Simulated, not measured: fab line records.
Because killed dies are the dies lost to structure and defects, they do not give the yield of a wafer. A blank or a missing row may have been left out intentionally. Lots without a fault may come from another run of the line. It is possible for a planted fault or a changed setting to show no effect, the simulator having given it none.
Which tool was responsible?    flow nand harc    route of 1159 steps, sampled at 1 step: 12 lots, 36 wafers

## WHAT THE GAUGES READ, wafer by wafer
NHARC_P_M2_CD_MEAS_09: target cd 170 nm. Usual: cd nm reads 170.1 nm (standard deviation 0.48).
lot   measured      on         cd nm (nm)         flag
L186  day 6 15:32   cd sem-02  170.3 169.8 169.3  
L185  day 6 21:04   cd sem-03  169.8 170.2 169.9  
L187  day 6 21:13   cd sem-02  170.3 169.6 170.3  
L188  day 6 22:07   cd sem-03  169.5 170.4 170.2  
L189  day 7 02:30   cd sem-02  169.1 169.7 170.1  
L190  day 7 03:01   cd sem-02  169.9 170.0 169.1  
L192  day 7 23:11   cd sem-01  170.0 170.2 169.6  
L201  day 10 14:44  cd sem-01  169.5 170.1 169.9  
L202  day 11 00:59  cd sem-02  169.7 169.6 170.2  
L204  day 11 02:19  cd sem-03  170.3 170.7 170.0  
L206  day 11 09:04  cd sem-03  170.0 170.2 170.1  
L208  day 11 16:23  cd sem-03  169.7 169.5 170.3  

## TOOL THAT RAN EACH LOT (tool first, then ch and the chambers of the sampled wafers, then the start)
The record holds no process step before these readings.

## WHAT THE TOOLS THEMSELVES READ (means of the sampled wafers that have a number; where no wafer has one, the mark that the record gives instead)
The record holds no such reading with a usual standard deviation.

## THE ANSWER, worked out from the rows above alone
Rule: a lot counts as off when the mean over its wafers that have a number is more than 3 standard deviations away from the usual mean. Also off: a lot with no number at a reading for which 4 or more lots have one. All remaining lots with rows at the step are treated as sound. The gauges are gone through in route order, then the tools' own readings, and for those a lot's mean is taken as printed above. At the first step where some lot is off, the reading lying furthest off is the one used; lots without a number count as furthest.
No lot is off on any of the readings shown, so nothing can be concluded from this.

## WHAT THE SIMULATOR HAD INSERTED
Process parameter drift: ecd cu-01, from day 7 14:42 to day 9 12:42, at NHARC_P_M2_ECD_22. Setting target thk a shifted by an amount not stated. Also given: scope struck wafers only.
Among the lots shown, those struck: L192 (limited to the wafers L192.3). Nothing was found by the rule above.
